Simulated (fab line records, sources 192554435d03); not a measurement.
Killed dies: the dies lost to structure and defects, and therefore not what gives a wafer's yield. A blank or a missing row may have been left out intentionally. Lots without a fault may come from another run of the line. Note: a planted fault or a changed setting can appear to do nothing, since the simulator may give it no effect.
Split-lot trial    flow n5Finfet    39 wafers read across 7 lots, on a route 1938 steps long

== ABOUT THE SPLIT ==
At N5_HKMG_FIN_ETCH_55 (etches SOC in N2/H2, target depth 240 nm, time 300 s), the setting timeS was moved away from the recipe's 300 s on 9 of the 39 wafers read, by -48.4% to +59.7%. For the rest of the wafers, this setting stayed at what the recipe calls for.

The reading is taken at the split's own step.

== THE READING ==
SiARC_of_HKMG_FIN_COAT_42.thkNm (the simulator's own value, which no gauge read), in nm, at N5_HKMG_FIN_ETCH_55 (etches SOC in N2/H2, target depth 240 nm, time 300 s). The file does not state a usual value for it. The 30 wafers here that ran the recipe average 21.6 nm, standard deviation 0.6 nm.

wafer   tool, chamber at the split  timeS as run, s  against the recipe  SiARC_of_HKMG_FIN_COAT_42.thkNm, nm  against lot-mates on the recipe
L075.1  rieDiel-05, 1               154.7            -48.4%              28.8                                 +6.5
L075.2  rieDiel-05, 2               300              recipe              22.6                                 -
L075.3  rieDiel-05, 0               154.7            -48.4%              28.2                                 +5.9
L075.4  rieDiel-05, 3               154.7            -48.4%              28                                   +5.7
L075.5  rieDiel-05, 2               300              recipe              22.8                                 -
L075.6  rieDiel-05, 3               300              recipe              21.6                                 -
L076.1  rieDiel-06, 0               300              recipe              22.2                                 -
L076.2  rieDiel-06, 2               300              recipe              21.6                                 -
L076.5  rieDiel-06, 0               300              recipe              22.2                                 -
L077.1  rieDiel-02, 0               300              recipe              21.2                                 -
L077.2  rieDiel-02, 2               300              recipe              21                                   -
L077.3  rieDiel-02, 1               300              recipe              21.4                                 -
L077.4  rieDiel-02, 3               300              recipe              22.2                                 -
L077.5  rieDiel-02, 0               300              recipe              21.2                                 -
L077.6  rieDiel-02, 1               300              recipe              21.4                                 -
L079.1  rieDiel-05, 2               479.1            +59.7%              15                                   -6.5
L079.2  rieDiel-05, 1               479.1            +59.7%              15.6                                 -5.9
L079.3  rieDiel-05, 0               300              recipe              21.6                                 -
L079.4  rieDiel-05, 3               300              recipe              21.2                                 -
L079.5  rieDiel-05, 1               479.1            +59.7%              15.6                                 -5.9
L079.6  rieDiel-05, 0               300              recipe              21.6                                 -
L081.1  rieDiel-05, 2               180.5            -39.8%              27.6                                 +5.4
L081.2  rieDiel-05, 1               300              recipe              22.8                                 -
L081.3  rieDiel-05, 3               300              recipe              21.4                                 -
L081.4  rieDiel-05, 0               180.5            -39.8%              27.2                                 +5.0
L081.5  rieDiel-05, 3               180.5            -39.8%              26.6                                 +4.4
L081.6  rieDiel-05, 2               300              recipe              22.4                                 -
L093.1  rieDiel-06, 0               300              recipe              22.2                                 -
L093.2  rieDiel-06, 1               300              recipe              21                                   -
L093.3  rieDiel-06, 3               300              recipe              21.6                                 -
L093.4  rieDiel-06, 1               300              recipe              21                                   -
L093.5  rieDiel-06, 0               300              recipe              22                                   -
L093.6  rieDiel-06, 3               300              recipe              21.6                                 -
L096.1  rieDiel-06, 2               300              recipe              20.4                                 -
L096.2  rieDiel-06, 1               300              recipe              21                                   -
L096.3  rieDiel-06, 0               300              recipe              22                                   -
L096.4  rieDiel-06, 3               300              recipe              21.4                                 -
L096.5  rieDiel-06, 2               300              recipe              20.6                                 -
L096.6  rieDiel-06, 1               300              recipe              21.2                                 -

THE FIT
A straight line over all 39 wafers: SiARC_of_HKMG_FIN_COAT_42.thkNm changes by -0.121 nm for each +1% of timeS; r = -0.97; the points scatter about the line by 0.68 nm.
The same after taking each lot's own level away (the mean of its wafers on the recipe; 39 wafers): -0.113 nm for each +1%; r = -0.98; scatter 0.5 nm.
The reading moves by 6.7 nm for the largest change in timeS, on that fit.
The lots' own levels span 21.10 to 22.33 nm, that is 2.0 times the standard deviation above.
The two slopes agree, so the slope changes little with the lot-to-lot level.
Check: for one of the wafers moved furthest among these (+59.7%), held out of the fit, the line's prediction against its lot-mates is -6.64 nm. Against them it came out at -6.47 nm.

== ADDITIONAL SPLITS CARRIED BY THESE WAFERS ==
Note: prior to the reading, these wafers also went through further splits. Each is held against what the fit with the lots' levels taken away leaves over:
other split on the same wafers           wafers away from the commonest value  r with SiARC_of_HKMG_FIN_COAT_42.thkNm (lot level and that fit taken away)
N5_PMOS_HMC_CHANNEL_EPI_DESCUM_14 timeS  18                                    +0.11
N5_FIN_CUT_CUT_ETCH_26 targetDepthA      15                                    +0.12

== THE WHOLE CHAIN: every reading that the file lists as answering this split, in the file's order ==
step                 what it does                                          reading                                                                           change (the file's fit)                r (the file's)
N5_HKMG_FIN_ETCH_55  etches SOC in N2/H2, target depth 240 nm, time 300 s  HKMG_FIN.featureDepthNm (the simulator's own value, which no gauge read)          +2.11 nm for each +1% of the setting   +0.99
N5_HKMG_FIN_ETCH_55  etches SOC in N2/H2, target depth 240 nm, time 300 s  etch.depthNm (the simulator's own value, which no gauge read)                     +2.11 nm for each +1% of the setting   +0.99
N5_HKMG_FIN_ETCH_55  etches SOC in N2/H2, target depth 240 nm, time 300 s  SiARC_of_HKMG_FIN_COAT_42.thkNm (the simulator's own value, which no gauge read)  -0.113 nm for each +1% of the setting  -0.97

== FILE'S OWN FIT ==
SiARC_of_HKMG_FIN_COAT_42.thkNm changes by -0.113 nm for each +1% of timeS, r = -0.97.
